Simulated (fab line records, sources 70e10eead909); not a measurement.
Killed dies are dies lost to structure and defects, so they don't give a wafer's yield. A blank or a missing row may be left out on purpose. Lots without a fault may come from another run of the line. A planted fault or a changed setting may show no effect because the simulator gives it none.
Which tool did it? | flow nand_harc | 13 lots, 39 wafers sampled, at 5 steps of a route of 1302

WHAT THE GAUGES READ, wafer by wafer
NHARC_THIN_TSV_CD_MEAS_12: target cd 1000 nm. Usual: cd_nm 999.4 nm, standard deviation 1.3.
lot  | measured     | on        | cd_nm (nm)           | flag
L209 | day 23 16:51 | cd_sem-03 | 1000.9 998.0 998.8   |
L210 | day 24 14:26 | cd_sem-03 | 998.4 997.2 1000.4   |
L212 | day 24 15:38 | cd_sem-02 | 996.9 999.0 998.2    |
L211 | day 25 04:23 | cd_sem-03 | 1001.9 999.7 999.3   |
L214 | day 25 07:38 | cd_sem-03 | 1000.8 1000.2 1000.4 |
L215 | day 26 13:46 | cd_sem-01 | 1002.0 999.2 998.6   |
L216 | day 26 14:58 | cd_sem-02 | 998.5 998.8 997.1    |
L218 | day 28 07:16 | cd_sem-02 | 999.0 998.5 997.8    |
L223 | day 29 11:59 | cd_sem-02 | 998.1 999.9 998.2    |
L226 | day 30 05:14 | cd_sem-01 | 997.4 999.8 999.8    |
L230 | day 31 13:11 | cd_sem-01 | 999.3 997.3 998.6    |
L231 | day 33 17:11 | cd_sem-01 | 999.0 999.9 998.9    |
L232 | day 33 22:58 | cd_sem-03 | 998.5 1000.8 1000.0  |

NHARC_END_SORT_01. Usual: killed_at_array 62, standard deviation 16; killed_at_other 0.8, standard deviation 1.1; killed_at_periphery 4, standard deviation 3.2; killed_dies 67, standard deviation 16; killed_open 3.5, standard deviation 1.9; killed_short 2.1, standard deviation 1.5.
lot  | measured     | on        | killed_at_array | killed_at_other | killed_at_periphery | killed_dies | killed_open | killed_short | flag
L223 | day 30 02:50 | prober-01 | 128 147 150     | 0 1 4           | 1 3 1               | 129 151 155 | 2 2 3       | 1 1 2        | OFF
L226 | day 30 21:46 | prober-02 | 168 164 164     | 1 0 0           | 2 3 3               | 171 167 167 | 3 3 5       | 1 3 2        | OFF

WHICH TOOL RAN EACH LOT (tool, then ch and the chambers of the sampled wafers, then the start)
lot  | NHARC_A_BLC_CVD_24            | NHARC_A_BONDPAD_STRIP_15           | NHARC_A_BONDPAD_DEGAS_25
L209 | cvd_w-02 ch 0,1, day 22 15:05 | rie_diel-12 ch 0,1, day 23 02:17   | pvd_sputter-02, day 23 02:51
L210 | cvd_w-01 ch 0,1, day 23 12:43 | rie_diel-03 ch 0,1,3, day 24 00:03 | pvd_sputter-02, day 24 00:36
L212 | cvd_w-02 ch 0,1, day 23 13:04 | rie_diel-11 ch 1,3, day 24 00:19   | pvd_sputter-03, day 24 00:50
L211 | cvd_w-02 ch 0,1, day 23 22:44 | rie_diel-03 ch 0,3, day 24 09:57   | pvd_sputter-02, day 24 10:29
L214 | cvd_w-02 ch 0,1, day 24 05:07 | rie_diel-11 ch 0,2,3, day 24 16:47 | pvd_sputter-03, day 24 17:19
L215 | cvd_w-02 ch 0,1, day 25 06:44 | rie_diel-12 ch 1,2,3, day 25 18:52 | pvd_sputter-03, day 25 19:26
L216 | cvd_w-01 ch 0,1, day 25 15:02 | rie_diel-11 ch 0,2,3, day 26 02:32 | pvd_sputter-03, day 26 03:09
L218 | cvd_w-01 ch 0,1, day 26 13:45 | rie_diel-11 ch 0,2, day 27 00:59   | pvd_sputter-01, day 27 01:31
L223 | cvd_w-01 ch 1, day 28 10:40   | rie_diel-03 ch 0,2, day 28 22:03   | pvd_sputter-03, day 28 22:36
L226 | cvd_w-01 ch 0,1, day 29 01:14 | rie_diel-12 ch 1,2,3, day 29 12:39 | pvd_sputter-01, day 29 13:12
L230 | cvd_w-02 ch 0,1, day 30 11:37 | rie_diel-12 ch 0,1,2, day 30 22:50 | pvd_sputter-01, day 30 23:23
L231 | cvd_w-02 ch 0,1, day 32 15:52 | rie_diel-12 ch 1,2, day 33 03:10   | pvd_sputter-03, day 33 03:43
L232 | cvd_w-02 ch 0,1, day 32 18:31 | rie_diel-12 ch 2,3, day 33 06:19   | pvd_sputter-02, day 33 06:52
- NHARC_A_BLC_CVD_24: deposits W, target thk 150 nm, time 434 s.
- NHARC_A_BONDPAD_STRIP_15: strips in O2.
- NHARC_A_BONDPAD_DEGAS_25: time 60 s.

WHAT THE TOOLS THEMSELVES READ (means of the sampled wafers that have a number; where no wafer has one, the mark that the record gives instead)
NHARC_A_BLC_CVD_24. Usual: heater_power_w 452 W, standard deviation 40; mfc_h2_sccm 1600 sccm, standard deviation 4.3; throttle_valve_pct 7.96 %, standard deviation 0.27.
lot  | tool     | heater_power_w (W) | mfc_h2_sccm (sccm) | throttle_valve_pct (%) | flag
L209 | cvd_w-02 | 485                | 1605               | 7.77                   |
L210 | cvd_w-01 | 408                | 1597               | 8.13                   |
L212 | cvd_w-02 | 479                | 1604               | 7.75                   |
L211 | cvd_w-02 | 488                | 1599               | 7.86                   |
L214 | cvd_w-02 | 479                | 1599               | 7.85                   |
L215 | cvd_w-02 | 482                | 1599               | 7.78                   |
L216 | cvd_w-01 | 414                | 1595               | 8.08                   |
L218 | cvd_w-01 | 398                | 1599               | 7.96                   |
L223 | cvd_w-01 | 382                | 1603               | 7.87                   |
L226 | cvd_w-01 | 413                | 1599               | 8.16                   |
L230 | cvd_w-02 | 472                | 1600               | 8.08                   |
L231 | cvd_w-02 | 465                | 1601               | 7.92                   |
L232 | cvd_w-02 | 485                | 1599               | 7.88                   |

NHARC_A_BONDPAD_STRIP_15. Usual: drypump_motor_current_A 5.9 A, standard deviation 0.35; oes_product_au 1.000 a.u., standard deviation 0.0073; rf_vpp_V 58.0 V, standard deviation 0.86; showerhead_plenum_p_Torr 3.58 Torr, standard deviation 0.15; throttle_valve_pct 17.036 %, standard deviation 0.0089.
lot  | tool        | drypump_motor_current_A (A) | oes_product_au (a.u.) | rf_vpp_V (V) | showerhead_plenum_p_Torr (Torr) | throttle_valve_pct (%) | flag
L209 | rie_diel-12 | 6.0                         | 0.998                 | 58.6         | 3.62                            | 17.044                 |
L210 | rie_diel-03 | 6.0                         | 0.997                 | 57.6         | 3.62                            | 17.036                 |
L212 | rie_diel-11 | 5.7                         | 1.011                 | 58.2         | 3.55                            | 17.027                 |
L211 | rie_diel-03 | 5.7                         | 1.000                 | 57.1         | 3.58                            | 17.035                 |
L214 | rie_diel-11 | 5.6                         | 1.002                 | 58.2         | 3.57                            | 17.032                 |
L215 | rie_diel-12 | 5.8                         | 1.003                 | 59.1         | 3.55                            | 17.043                 |
L216 | rie_diel-11 | 5.6                         | 1.000                 | 57.9         | 3.56                            | 17.035                 |
L218 | rie_diel-11 | 5.5                         | 1.002                 | 58.6         | 3.80                            | 17.039                 |
L223 | rie_diel-03 | 5.7                         | 1.002                 | 57.8         | 3.47                            | 17.042                 |
L226 | rie_diel-12 | 5.8                         | 0.999                 | 57.8         | 3.55                            | 17.032                 |
L230 | rie_diel-12 | 6.0                         | 1.000                 | 58.0         | 3.53                            | 17.037                 |
L231 | rie_diel-12 | 6.1                         | 0.989                 | 57.7         | 3.45                            | 17.028                 |
L232 | rie_diel-12 | 5.7                         | 1.004                 | 58.6         | 3.66                            | 17.042                 |

NHARC_A_BONDPAD_DEGAS_25. Usual: heater_power_w 447 W, standard deviation 39.
lot  | tool           | heater_power_w (W) | flag
L209 | pvd_sputter-02 | 422                |
L210 | pvd_sputter-02 | 449                |
L212 | pvd_sputter-03 | 409                |
L211 | pvd_sputter-02 | 437                |
L214 | pvd_sputter-03 | 444                |
L215 | pvd_sputter-03 | 433                |
L216 | pvd_sputter-03 | 431                |
L218 | pvd_sputter-01 | 489                |
L223 | pvd_sputter-03 | 456                |
L226 | pvd_sputter-01 | 450                |
L230 | pvd_sputter-01 | 446                |
L231 | pvd_sputter-03 | 455                |
L232 | pvd_sputter-02 | 475                |

THE ANSWER, worked out from the rows above alone
Rule: a lot is off if the mean of its wafers that have a number lies more than 3 standard deviations from the usual mean. A lot without any number at a reading at which 4 lots or more have one is off too. The other lots that the step has rows for count as sound. The gauges are gone through in route order, then the tools' own readings, and for those a lot's mean is taken as printed above. The first step at which some lot is off is used, and at that step the reading that is off furthest; a lot without a number counts as furthest.
Off: L223, L226, at NHARC_END_SORT_01 (killed_at_array). Neither off nor sound, because the step has no rows for them: L209, L210, L212, L211, L214, L215, L216, L218, L230, L231, L232.
A tool fits if, at a process step before that reading, it ran every lot that is off, and no sound lot after the first of them. The gauges at NHARC_END_SORT_01 are tried like those tools. One fits: cvd_w-01 at NHARC_A_BLC_CVD_24. It ran no sound lot before its first lot that is off in this sample, so the start can't be narrowed down.

WHAT THE SIMULATOR HAD PUT IN
Chamber particle source: cvd_w-01, from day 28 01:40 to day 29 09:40, at NHARC_A_BLC_CVD_24. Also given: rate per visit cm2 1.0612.
Lots struck among those shown: L223, L226. The rule above found the same.
